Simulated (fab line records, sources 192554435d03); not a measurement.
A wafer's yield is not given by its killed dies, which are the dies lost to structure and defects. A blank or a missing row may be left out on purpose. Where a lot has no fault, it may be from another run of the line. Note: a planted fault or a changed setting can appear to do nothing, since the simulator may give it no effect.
Chamber matching :: flow n5 finfet :: 4 sister chambers for N5_BEOL_M0_SAQP_DESCUM_19 on rie diel-06
The step chemistry O2, time 7.9 s. 4 wafers are shown with their chamber, then 7 later ones without.

## WAFERS, EACH WITH ITS CHAMBER
wafer: L081.3
chamber: 0
throttle valve pct (%): 20.37

wafer: L088.4
chamber: 2
throttle valve pct (%): 19.90

wafer: L092.3
chamber: 3
throttle valve pct (%): 20.26

wafer: L092.5
chamber: 1
throttle valve pct (%): 20.57

## WAFERS WHOSE CHAMBER IS MISSING
wafer: L092.6
throttle valve pct (%): 20.38

wafer: L094.2
throttle valve pct (%): 19.92

wafer: L094.4
throttle valve pct (%): 20.39

wafer: L094.5
throttle valve pct (%): 20.27

wafer: L096.1
throttle valve pct (%): 20.28

wafer: L096.2
throttle valve pct (%): 20.56

wafer: L096.4
throttle valve pct (%): 20.39

## CHAMBER TAKEN BY EACH
wafer: L092.6
from the rows above: 0
in truth: 0

wafer: L094.2
from the rows above: 2
in truth: 2

wafer: L094.4
from the rows above: 0
in truth: 0

wafer: L094.5
from the rows above: 3
in truth: 3

wafer: L096.1
from the rows above: 3
in truth: 3

wafer: L096.2
from the rows above: 1
in truth: 1

wafer: L096.4
from the rows above: 0
in truth: 0
Placed correctly: 7 of 7. Left unplaced by these rows: 0. Wrongly placed: 0.
How it was worked out, from the rows above alone: a wafer's distance from a chamber is the root of the sum, over the readings, of the square of ((its reading less the chamber's mean) divided by the reading's scatter). The wafer belongs to the nearest chamber; if the next one is less than 2 further off, it can't be placed. A chamber's mean is the mean of its shown wafers. The scatter (one wafer shown for each chamber): square how far every hidden wafer sits from the nearest shown wafer, average those squares and take the square root.
